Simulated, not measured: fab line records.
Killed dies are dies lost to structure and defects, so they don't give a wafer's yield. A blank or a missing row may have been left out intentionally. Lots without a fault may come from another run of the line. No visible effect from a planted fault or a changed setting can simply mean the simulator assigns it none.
Chamber matching / flow nand_harc / NHARC_A_STAIRCASE_TRIM_229 on rie_diel-11 has 4 sister chambers
The step chemistry O2, time 211.2 s. 4 wafers are shown with their chamber, then 9 later ones without.

WAFERS WITH THEIR CHAMBER
wafer=L083.6; chamber=1; drypump_motor_current_A (A)=6.4
wafer=L088.2; chamber=3; drypump_motor_current_A (A)=6.3
wafer=L088.3; chamber=2; drypump_motor_current_A (A)=5.6
wafer=L088.6; chamber=0; drypump_motor_current_A (A)=5.3

WAFERS WITHOUT THEIR CHAMBER
wafer=L090.4; drypump_motor_current_A (A)=6.4
wafer=L090.5; drypump_motor_current_A (A)=5.6
wafer=L090.6; drypump_motor_current_A (A)=6.3
wafer=L095.1; drypump_motor_current_A (A)=6.4
wafer=L095.4; drypump_motor_current_A (A)=6.3
wafer=L095.5; drypump_motor_current_A (A)=5.5
wafer=L096.2; drypump_motor_current_A (A)=5.3
wafer=L096.4; drypump_motor_current_A (A)=5.5
wafer=L096.5; drypump_motor_current_A (A)=6.4

WHICH CHAMBER EACH ONE RAN IN
wafer=L090.4; from the rows above=1; in truth=1
wafer=L090.5; from the rows above=2; in truth=2
wafer=L090.6; from the rows above=3; in truth=3
wafer=L095.1; from the rows above=1; in truth=1
wafer=L095.4; from the rows above=3; in truth=3
wafer=L095.5; from the rows above=2; in truth=2
wafer=L096.2; from the rows above=0; in truth=0
wafer=L096.4; from the rows above=2; in truth=2
wafer=L096.5; from the rows above=1; in truth=1
Placed correctly: 9 of 9. Number that these rows cannot place: 0. Placed wrongly: 0.
How it was worked out, from the rows above alone: a wafer's distance from a chamber is the root of the sum, over the readings, of the square of ((its reading less the chamber's mean) divided by the reading's scatter). If the next closest chamber is less than 2 further off than the closest, the wafer can't be placed; otherwise it belongs to the closest. The mean given for a chamber averages the wafers shown for that chamber. The scatter: root of mean squared gap, hidden wafer to nearest shown wafer, with one shown wafer a chamber.
